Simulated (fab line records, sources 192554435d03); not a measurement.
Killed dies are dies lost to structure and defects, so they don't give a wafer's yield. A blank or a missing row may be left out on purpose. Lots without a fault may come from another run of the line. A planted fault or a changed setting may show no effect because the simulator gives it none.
fab line records | flow n5_finfet | part 1 of 2: steps 1 to 20 of 34
record lots=5 wafers=15 last_day=17
route steps=1938 shown BEOL_M13@1693 BEOL_M14@1716
lots that met no fault: from a run of the same line without faults
start_h: hours from the record's first day to the start of the lot's first wafer shown | wait_h: hours since the lot's step before | " the same as in the row above | L1.1+2: a row that stands for several wafers | - no value, or no start given | * or withheld: withheld | < > ~ a bound
route shown NAME@n: a module of which the file shows steps, and the number in the route of the first | usual: mean/standard deviation of fault-free wafers | same: alike in all rows | chamber/n: place in a boat | sites: the reading at each site | _std_site: their standard deviation | _edge_site: outer sites' mean less inner sites' | radius_mm: how far each site lies from the wafer's centre | mask NAME#n: copy n | behind: the tool/chamber that last shaped the wafer | hold: why the lot was held/for how many hours/how that ended | device: the transistor (n, p or np) that didn't switch | end of line: the same wafers' tests at the end of the route | a step without rows: its recipe alone | killed: dies lost to structure and defects at the first sort, not the wafer's yield | map: a wafer's dies, x killed, . not, _ none there
set.NAME: the setting as run; set.NAME@STEP: as run at that earlier step | model.NAME: the simulator's own value behind a step, which no gauge read
lots at some steps of the route; a table a step, a row a wafer
services: from which hour (start_h, from the record's first day; less than 0 if before it) a tool's chamber was out of use, for how many hours, and why
## steps
# step N5_BEOL_M13_ETCH_67
# recipe chemistry=CF4 target=SiARC target_depth_a=1430 time_s=238.3 ion_energy_ev=80 pressure_mtorr=40 source_w=545 bias_w=36 Ar_flow_sccm=100 cf4_flow_sccm=100 ends=cleared
# usual bias_w=35.99/0.1 drypump_motor_current_A=5.7/0.5 etch_rf_on_time_s=241/5 oes_product_au=0.64/0.067 rf_vpp_V=184.1/1.2 showerhead_plenum_p_Torr=2.13/0.064 throttle_valve_pct=15.78/0.25
# columns lot.wafer tool chamber start_h wait_h bias_w drypump_motor_current_A etch_rf_on_time_s oes_product_au rf_hours_counter_h rf_vpp_V showerhead_plenum_p_Torr throttle_valve_pct
L081.2 rie_diel-01 0 294.26 0.0 36.02 5.3 241 0.67 118 184.8 2.16 15.65
L081.3 " 2 " " 36.00 5.9 235 0.69 97 182.9 2.07 15.61
L081.6 " 0 " " 36.10 5.3 241 0.67 - 184.1 2.16 15.65
L083.1 rie_diel-01 1 294.80 0.0 36.03 6.4 248 0.59 243 182.3 2.03 15.88
L083.2 " 0 " " 36.11 5.3 243 0.67 118 184.6 2.16 15.65
L083.5 " 1 " " 36.03 6.4 247 0.58 - 183.5 2.03 15.90
L087.1 rie_diel-01 0 348.52 0.0 35.75 5.3 238 0.67 133 185.2 2.16 15.70
L087.4 " 3 " " 36.13 5.7 244 0.59 228 183.5 2.11 15.88
L087.6 " 0 " " 36.00 5.3 240 0.65 - 183.5 2.16 15.68
L094.2 rie_diel-06 1 371.59 0.0 35.90 5.4 244 0.58 218 184.7 2.12 16.05
L094.5 " 2 " " 36.07 6.3 246 0.77 - 185.3 2.20 15.57
L094.6 " 0 " " 36.12 6.1 241 0.63 - 185.8 2.21 15.43
L096.1 rie_diel-06 1 380.59 0.0 35.96 5.4 246 0.57 221 183.2 2.12 16.06
L096.3 " 0 " " 36.15 6.1 241 0.63 173 185.8 2.21 15.43
L096.5 " 0 " " 36.23 6.1 240 0.63 - 184.7 2.21 15.44
# step N5_BEOL_M13_ETCH_68
# recipe chemistry=N2/H2 target=SOC mask_material=SiARC source_w=3000 bias_w=350 temp_c=40 time_s=355 ion_energy_ev=200 pressure_mtorr=30 n2_flow_sccm=200 h2_flow_sccm=200
# usual bias_w=350.0/1 drypump_motor_current_A=5.8/0.5 h2_flow_sccm=200.0/0.62 oes_product_au=0.75/0.079 rf_vpp_V=523.6/2.4 showerhead_plenum_p_Torr=2.53/0.08 throttle_valve_pct=17.94/0.24
# columns lot.wafer tool chamber start_h wait_h bias_w drypump_motor_current_A h2_flow_sccm oes_product_au rf_hours_counter_h rf_vpp_V showerhead_plenum_p_Torr throttle_valve_pct
L081.2 rie_diel-01 0 294.40 0.1 349.4 5.3 200.2 0.78 118 524.8 2.55 17.80
L081.3 " 2 " " 350.0 5.9 200.0 0.81 97 521.8 2.46 17.86
L081.6 " 0 " " 350.3 5.3 200.2 0.79 - 524.6 2.55 17.81
L083.1 rie_diel-01 1 294.95 0.1 349.3 6.4 198.9 0.69 243 520.8 2.40 18.10
L083.2 " 0 " " 349.4 5.3 199.4 0.79 118 525.5 2.55 17.82
L083.5 " 1 " " 349.0 6.4 199.1 0.69 - 519.8 2.40 18.12
L087.1 rie_diel-01 0 348.67 0.1 349.2 5.3 199.0 0.77 133 525.0 2.54 17.83
L087.4 " 3 " " 348.8 5.8 200.4 0.70 228 522.8 2.49 17.90
L087.6 " 0 " " 349.7 5.3 199.8 0.76 - 524.2 2.54 17.83
L094.2 rie_diel-06 1 371.74 0.1 350.7 5.3 199.1 0.68 218 523.8 2.52 18.25
L094.5 " 2 " " 351.7 6.3 200.8 0.90 - 524.9 2.60 17.79
L094.6 " 0 " " 350.1 6.1 199.6 0.74 - 527.1 2.64 17.56
L096.1 rie_diel-06 1 380.74 0.1 351.6 5.4 199.1 0.67 221 523.9 2.52 18.26
L096.3 " 0 " " 348.6 6.2 200.1 0.73 173 525.3 2.63 17.55
L096.5 " 0 " " 347.8 6.2 199.6 0.73 - 527.0 2.63 17.55
# step N5_BEOL_M13_STRIP_69
# recipe chemistry=N2/H2 temp_c=40 n2_flow_sccm=200 h2_flow_sccm=200 rf_frequency_hz=6e+07
# columns lot.wafer tool chamber start_h wait_h
L081.2+3+6 rie_diel-01 0,2,0 294.61 0.1
L083.1+2+5 rie_diel-01 1,0,1 295.16 0.1
L087.1+4+6 rie_diel-01 0,3,0 348.88 0.1
L094.2+5+6 rie_diel-06 1,2,0 371.95 0.1
L096.1+3+5 rie_diel-06 1,0,0 380.95 0.1
# step N5_BEOL_M13_TRENCH_ETCH_34
# recipe chemistry=C4F8/O2/Ar target=SiOC target_depth_a=4134.7 mask_material=SOC pressure_mtorr=30 source_w=3000 bias_w=700 Ar_flow_sccm=400 C4F8_flow_sccm=15 O2_flow_sccm=8 he_inner_torr=15 he_outer_torr=30 time_s=162.6 ion_energy_ev=250
# usual bias_w=700.3/2.2 drypump_motor_current_A=5.8/0.5 oes_product_au=0.75/0.078 rf_vpp_V=665.0/2.9 showerhead_plenum_p_Torr=3.40/0.099 throttle_valve_pct=24.35/0.22
# columns lot.wafer tool chamber start_h wait_h bias_w drypump_motor_current_A oes_product_au rf_hours_counter_h rf_vpp_V showerhead_plenum_p_Torr throttle_valve_pct
L081.2 rie_diel-01 0 294.62 0.0 698.0 5.3 0.78 118 666.4 3.43 24.24
L081.3 " 2 " " 697.7 5.9 0.81 97 663.1 3.30 24.21
L081.6 " 0 " " 697.6 5.3 0.79 - 665.4 3.43 24.21
L083.1 rie_diel-01 1 295.17 0.0 698.7 6.4 0.69 244 659.0 3.24 24.41
L083.2 " 0 " " 699.6 5.3 0.79 118 666.0 3.43 24.24
L083.5 " 1 " " 698.8 6.4 0.69 - 661.1 3.24 24.43
L087.1 rie_diel-01 0 348.89 0.0 698.1 5.3 0.77 133 666.0 3.42 24.26
L087.4 " 3 " " 697.5 5.7 0.70 228 664.5 3.36 24.31
L087.6 " 0 " " 700.6 5.3 0.77 - 667.3 3.42 24.25
L094.2 rie_diel-06 1 371.96 0.0 698.4 5.3 0.68 218 665.0 3.37 24.53
L094.5 " 2 " " 703.1 6.3 0.90 - 667.5 3.49 24.22
L094.6 " 0 " " 700.3 6.2 0.75 - 669.3 3.54 23.99
L096.1 rie_diel-06 1 380.96 0.0 700.3 5.4 0.68 221 664.2 3.37 24.54
L096.3 " 0 " " 701.4 6.1 0.74 173 668.5 3.54 24.00
L096.5 " 0 " " 701.1 6.1 0.75 - 669.9 3.54 23.99
# step N5_BEOL_M13_STRIP_70
# recipe chemistry=C4F8/O2/Ar resist=SiARC rf_frequency_hz=6e+07
# columns lot.wafer tool chamber start_h wait_h
L081.2+3+6 rie_diel-01 0,2,0 294.76 0.1
L083.1+2+5 rie_diel-01 1,0,1 295.31 0.1
L087.1+4+6 rie_diel-01 0,3,0 349.02 0.1
L094.2+5+6 rie_diel-06 1,2,0 372.09 0.1
L096.1+3+5 rie_diel-06 1,0,0 381.10 0.1
# step N5_BEOL_M13_OCD_MEAS_35
# usual trench_depth_nm=413/4.7
# columns lot.wafer tool chamber start_h wait_h trench_depth_nm
L081.2 ocd-01 - 294.80 0.0 415
L081.3 " - " " 421
L081.6 " - " " 411
L083.1 ocd-02 - 295.34 0.0 407
L083.2 " - " " 414
L083.5 " - " " 408
L087.1 ocd-02 - 349.06 0.0 409
L087.4 " - " " 406
L087.6 " - " " 411
L094.2 ocd-01 - 372.13 0.0 408
L094.5 " - " " 410
L094.6 " - " " 410
L096.1 ocd-02 - 381.13 0.0 408
L096.3 " - " " 411
L096.5 " - " " 414
# step N5_BEOL_M13_STRIP_37
# recipe chemistry=N2/H2 power_w=1000 temp_c=250 h2_frac=0.65 overash_fraction=0.3 pressure_mtorr=withheld n2_flow_sccm=1750 h2_flow_sccm=3250
# usual drypump_motor_current_A=5.5/0.56 h2_flow_sccm=3250/8.7 heater_power_w=324/21 oes_product_au=0.784/0.011
# columns lot.wafer tool chamber start_h wait_h drypump_motor_current_A h2_flow_sccm heater_power_w oes_product_au rf_hours_counter_h
L081.2 plasma_asher-01 1 294.84 0.0 6.4 3239 310 0.780 83
L081.3 " 0 " " 5.4 3246 353 0.788 -
L081.6 " 1 " " 6.4 3250 315 0.785 -
L083.1 plasma_asher-01 0 295.38 0.0 5.4 3248 361 0.796 83
L083.2 " 1 " " 6.4 3249 319 0.779 83
L083.5 " 1 " " 6.4 3251 316 0.775 -
L087.1 plasma_asher-02 1 349.10 0.0 5.2 3252 314 0.794 139
L087.4 " 0 " " 4.9 3250 310 0.759 -
L087.6 " 1 " " 5.3 3246 307 0.785 -
L094.2 plasma_asher-02 1 372.17 0.0 5.3 3241 317 0.766 143
L094.5 " 1 " " 5.3 3250 311 0.788 -
L094.6 " 0 " " 4.9 3254 309 0.787 -
L096.1 plasma_asher-02 0 381.17 0.0 4.9 3258 314 0.788 144
L096.3 " 0 " " 4.9 3236 310 0.788 -
L096.5 " 1 " " 5.3 3236 311 0.789 -
# step N5_BEOL_M13_ETCH_38
# recipe chemistry=CF4/N2 target=SiCN target_depth_a=675 taper_deg=2 time_s=71.9 ion_energy_ev=150 mask_material=SiO2 pressure_mtorr=40 source_w=430 bias_w=70 Ar_flow_sccm=100 cf4_flow_sccm=60 n2_flow_sccm=60
# usual bias_w=69.99/0.2 drypump_motor_current_A=5.7/0.51 oes_product_au=0.74/0.075 rf_vpp_V=381.8/1.8 showerhead_plenum_p_Torr=2.19/0.066 throttle_valve_pct=15.59/0.22
# columns lot.wafer tool chamber start_h wait_h bias_w drypump_motor_current_A oes_product_au rf_hours_counter_h rf_vpp_V showerhead_plenum_p_Torr throttle_valve_pct
L081.2 rie_diel-01 1 295.36 - 70.00 6.4 0.68 244 379.8 2.09 15.74
L081.3 " 2 " " 69.76 5.9 0.81 98 378.7 2.13 15.43
L081.6 " 0 " " 69.81 5.3 0.78 - 383.0 2.22 15.46
L083.1 rie_diel-06 3 295.72 - 70.11 5.7 0.69 230 379.5 2.09 15.68
L083.2 " 1 " " 70.07 5.4 0.69 202 381.7 2.19 15.85
L083.5 " 0 " " 69.62 6.1 0.77 - 384.0 2.29 15.23
L087.1 rie_diel-05 2 349.66 - 70.21 6.3 0.71 197 383.5 2.20 15.89
L087.4 " 3 " " 69.95 4.7 0.70 224 382.9 2.17 15.57
L087.6 " 0 " " 70.00 5.8 0.76 - 380.6 2.11 15.49
L094.2 rie_diel-05 3 372.35 - 69.39 4.7 0.70 231 382.5 2.17 15.58
L094.5 " 0 " " 69.84 5.8 0.75 - 379.9 2.11 15.51
L094.6 " 1 " " 69.83 5.2 0.65 - 381.4 2.18 16.01
L096.1 rie_diel-06 2 382.44 - 69.81 6.3 0.90 26 383.2 2.26 15.40
L096.3 " 3 " " 70.10 5.7 1.02 2 385.6 2.35 15.22
L096.5 " 2 " " 69.97 6.3 0.89 - 383.6 2.26 15.38
# step N5_BEOL_M13_PRECLEAN_39
# recipe chemistry=residue_remover time_s=60 temp_c=40
# columns lot.wafer tool chamber start_h wait_h
L081.2+3+6 wet_bench-06 1,2,7 295.49 0.1
L083.1+2+5 wet_bench-03 2,6,0 295.85 0.1
L087.1+4+6 wet_bench-06 4,7,6 349.79 0.1
L094.2+5+6 wet_bench-04 5,3,0 372.48 0.1
L096.1+3+5 wet_bench-06 1,3,6 382.57 0.1
# step N5_BEOL_M13_SRD_40
# recipe time_s=30 temp_c=23 rinse_liquid=diw dry=n2_spin spin_rpm=1500 dry_time_s=30
# usual do_supply_ppb=9.99/0.099
# columns lot.wafer tool chamber start_h wait_h do_supply_ppb
L081.2 wet_bench-06 1 295.51 0.0 10.19
L081.3 " 2 " " 9.99
L081.6 " 7 " " 10.15
L083.1 wet_bench-03 2 295.87 0.0 10.19
L083.2 " 6 " " 9.88
L083.5 " 0 " " 10.05
L087.1 wet_bench-06 4 349.81 0.0 10.03
L087.4 " 7 " " 10.04
L087.6 " 6 " " 10.05
L094.2 wet_bench-04 5 372.50 0.0 10.01
L094.5 " 3 " " 9.92
L094.6 " 0 " " 10.03
L096.1 wet_bench-06 1 382.60 0.0 9.93
L096.3 " 3 " " 9.96
L096.5 " 6 " " 9.99
# step N5_BEOL_M13_DEGAS_41
# recipe ambient=vacuum temp_c=250 time_s=60
# usual heater_power_w=340/42
# columns lot.wafer tool chamber start_h wait_h heater_power_w
L081.2 pvd_sputter-02 - 295.85 0.3 380
L081.3 " - " " 416
L081.6 " - " " 410
L083.1 pvd_sputter-02 - 296.25 0.4 407
L083.2 " - " " 267
L083.5 " - " " 270
L087.1 pvd_sputter-02 - 350.14 0.3 272
L087.4 " - " " 404
L087.6 " - " " 273
L094.2 pvd_sputter-03 - 372.91 0.4 309
L094.5 " - " " 344
L094.6 " - " " 307
L096.1 pvd_sputter-03 - 382.88 0.3 340
L096.3 " - " " 304
L096.5 " - " " 322
# step N5_BEOL_M13_PRE_CLEAN_42
# recipe gas=H2/He time_s=30 temp_c=250
# usual heater_power_w=340/42
# columns lot.wafer tool chamber start_h wait_h heater_power_w
L081.2 pvd_sputter-02 - 295.89 0.0 372
L081.3 " - " " 409
L081.6 " - " " 400
L083.1 pvd_sputter-02 - 296.29 0.0 416
L083.2 " - " " 266
L083.5 " - " " 278
L087.1 pvd_sputter-02 - 350.18 0.0 273
L087.4 " - " " 406
L087.6 " - " " 270
L094.2 pvd_sputter-03 - 372.95 0.0 304
L094.5 " - " " 338
L094.6 " - " " 306
L096.1 pvd_sputter-03 - 382.92 0.0 339
L096.3 " - " " 304
L096.5 " - " " 329
# step N5_BEOL_M13_SPUTTER_43
# recipe material=TaN target_thk_a=150 temp_c=50 bias_v=168.6 power_w=15000 chamber_pressure_pa=0.12 time_s=24.19
# usual throttle_valve_pct=29.7/1.3
# columns lot.wafer tool chamber start_h wait_h throttle_valve_pct
L081.2 pvd_sputter-02 - 295.93 0.0 31.3
L081.3 " - " " 27.0
L081.6 " - " " 27.3
L083.1 pvd_sputter-02 - 296.33 0.0 27.1
L083.2 " - " " 30.6
L083.5 " - " " 30.9
L087.1 pvd_sputter-02 - 350.22 0.0 30.8
L087.4 " - " " 27.0
L087.6 " - " " 30.6
L094.2 pvd_sputter-03 - 372.99 0.0 30.9
L094.5 " - " " 31.3
L094.6 " - " " 31.4
L096.1 pvd_sputter-03 - 382.96 0.0 30.5
L096.3 " - " " 31.3
L096.5 " - " " 30.1
# step N5_BEOL_M13_SPUTTER_44
# recipe material=Ta target_thk_a=100 temp_c=50 bias_v=80 power_w=15000 chamber_pressure_pa=0.07 time_s=16.13
# usual throttle_valve_pct=29.7/1.3
# columns lot.wafer tool chamber start_h wait_h throttle_valve_pct
L081.2 pvd_sputter-02 - 296.01 0.0 30.9
L081.3 " - " " 27.5
L081.6 " - " " 27.1
L083.1 pvd_sputter-02 - 296.41 0.0 27.1
L083.2 " - " " 30.7
L083.5 " - " " 30.6
L087.1 pvd_sputter-02 - 350.30 0.0 30.4
L087.4 " - " " 27.3
L087.6 " - " " 30.5
L094.2 pvd_sputter-03 - 373.07 0.0 31.4
L094.5 " - " " 31.1
L094.6 " - " " 31.2
L096.1 pvd_sputter-03 - 383.04 0.0 30.5
L096.3 " - " " 31.0
L096.5 " - " " 30.1
# step N5_BEOL_M13_SPUTTER_45
# recipe material=Cu target_thk_a=800 temp_c=-20 bias_v=60 power_w=26000 chamber_pressure_pa=0.13 time_s=13.33
# usual throttle_valve_pct=29.7/1.3
# columns lot.wafer tool chamber start_h wait_h throttle_valve_pct
L081.2 pvd_sputter-02 - 296.09 0.0 31.1
L081.3 " - " " 27.0
L081.6 " - " " 27.2
L083.1 pvd_sputter-02 - 296.49 0.0 27.2
L083.2 " - " " 30.9
L083.5 " - " " 30.7
L087.1 pvd_sputter-02 - 350.38 0.0 30.4
L087.4 " - " " 27.3
L087.6 " - " " 30.6
L094.2 pvd_sputter-03 - 373.15 0.0 31.4
L094.5 " - " " 31.4
L094.6 " - " " 31.3
L096.1 pvd_sputter-03 - 383.12 0.0 30.7
L096.3 " - " " 31.3
L096.5 " - " " 29.9
# step N5_BEOL_M13_ECD_47
# recipe material=Cu target_thk_a=9360
# columns lot.wafer tool chamber start_h wait_h
L081.2+3+6 ecd_cu-01 1,1,0 296.27 0.1
L083.1+2+5 ecd_cu-01 0,1,1 296.61 0.1
L087.1+4+6 ecd_cu-01 1 350.50 0.1
L094.2+5+6 ecd_cu-01 1,0,1 373.26 0.1
L096.1+3+5 ecd_cu-01 1,0,1 383.23 0.1
# step N5_BEOL_M13_ANNEAL_48
# recipe temp_c=225 time_s=90 ambient=N2
# usual wafer_temp_C_max=226.4/0.32
# columns lot.wafer tool chamber start_h wait_h wafer_temp_C_max
L081.2 rtp_anneal-01 0 297.22 0.9 226.4
L081.3 " 0 " " 226.3
L081.6 " 0 " " 225.9
L083.1 rtp_anneal-01 0 297.45 0.8 226.0
L083.2 " 0 " " 226.0
L083.5 " 0 " " 226.4
L087.1 rtp_anneal-01 0 350.66 0.1 226.2
L087.4 " 0 " " 226.3
L087.6 " 0 " " 226.5
L094.2 rtp_anneal-02 0 373.47 0.2 226.2
L094.5 " 0 " " 226.2
L094.6 " 0 " " 226.7
L096.1 rtp_anneal-02 0 383.40 0.1 226.1
L096.3 " 0 " " 226.3
L096.5 " 0 " " 226.4
# step N5_BEOL_M13_CMP_49
# recipe stop_on=SiOC t_overpolish_s=17.1 down_force_psi=1 platen_rpm=50 clearing_platen_down_force_psi=1.5 clearing_platen_rpm=50 post_cmp_clean=cu_alkaline target_thk_nm=420 clearing_platen_pad_velocity_m_s=0.99484 pad_velocity_m_s=0.99484
# usual barrier_field_endpoint_s=30.3/0.79 head_pressure_psi=1.0005/0.0021 motor_current_A=6.0/0.51 overpolish_run_s=17.100/0.0094
# columns lot.wafer tool chamber start_h wait_h barrier_field_endpoint_s head_pressure_psi motor_current_A overpolish_run_s
L081.2 cmp-03 1 297.47 0.2 29.4 1.0016 6.6 17.093
L081.3 " 3 " " 29.9 1.0001 5.5 17.102
L081.6 " 1 " " 29.5 1.0011 6.3 17.101
L083.2 cmp-04 3 297.76 0.2 31.3 1.0003 5.9 17.104
L083.1 " 2 " " 31.7 1.0015 5.6 17.093
L083.5 " 3 " " 30.9 0.9970 6.6 17.100
L087.1 cmp-02 3 351.04 0.3 30.2 1.0019 5.8 17.090
L087.4 " 0 " " 31.0 0.9993 6.1 17.115
L087.6 " 2 " " 30.6 0.9997 5.8 17.096
L094.2 cmp-03 2 373.72 0.2 30.9 0.9962 5.8 17.102
L094.5 " 2 " " 30.7 1.0022 6.0 17.092
L094.6 " 3 " " 31.5 1.0012 5.2 17.120
L096.1 cmp-03 1 383.77 0.3 28.4 1.0016 6.8 17.097
L096.3 " 2 " " 29.4 0.9959 6.7 17.103
L096.5 " 3 " " 29.6 0.9989 5.5 17.093
# step N5_BEOL_M13_THK_MEAS_50
# recipe thk_meas_gauge=xrf reads=Cu_of_BEOL_M13_ECD_47
# usual M13_THK=415/6.7
# columns lot.wafer tool chamber start_h wait_h M13_THK[nm]
L081.2 film_metro-02 - 297.77 - 420
L081.3 " - " " 426
L081.6 " - " " 415
L083.1 film_metro-02 - 298.05 - 413
L083.2 " - " " 419
L083.5 " - " " 414
L087.1 film_metro-02 - 351.26 - 417
L087.4 " - " " 414
L087.6 " - " " 419
L094.2 film_metro-01 - 374.02 - 403
L094.5 " - " " 408
L094.6 " - " " 408
L096.1 film_metro-01 - 383.99 - 410
L096.3 " - " " 415
L096.5 " - " " 417
# step N5_BEOL_M13_PRE_CLEAN_52
# recipe gas=NH3 time_s=15 temp_c=withheld rf_power_w=300
# columns lot.wafer tool chamber start_h wait_h
L081.2+3+6 pecvd-02 1,2,2 297.81 0.0
L083.1+2+5 pecvd-01 2,1,2 298.09 0.0
L087.1+4+6 pecvd-04 2,0,2 351.29 0.0
L094.2+5+6 pecvd-01 2,1,2 374.05 0.0
L096.1+3+5 pecvd-04 0,1,2 384.03 0.0
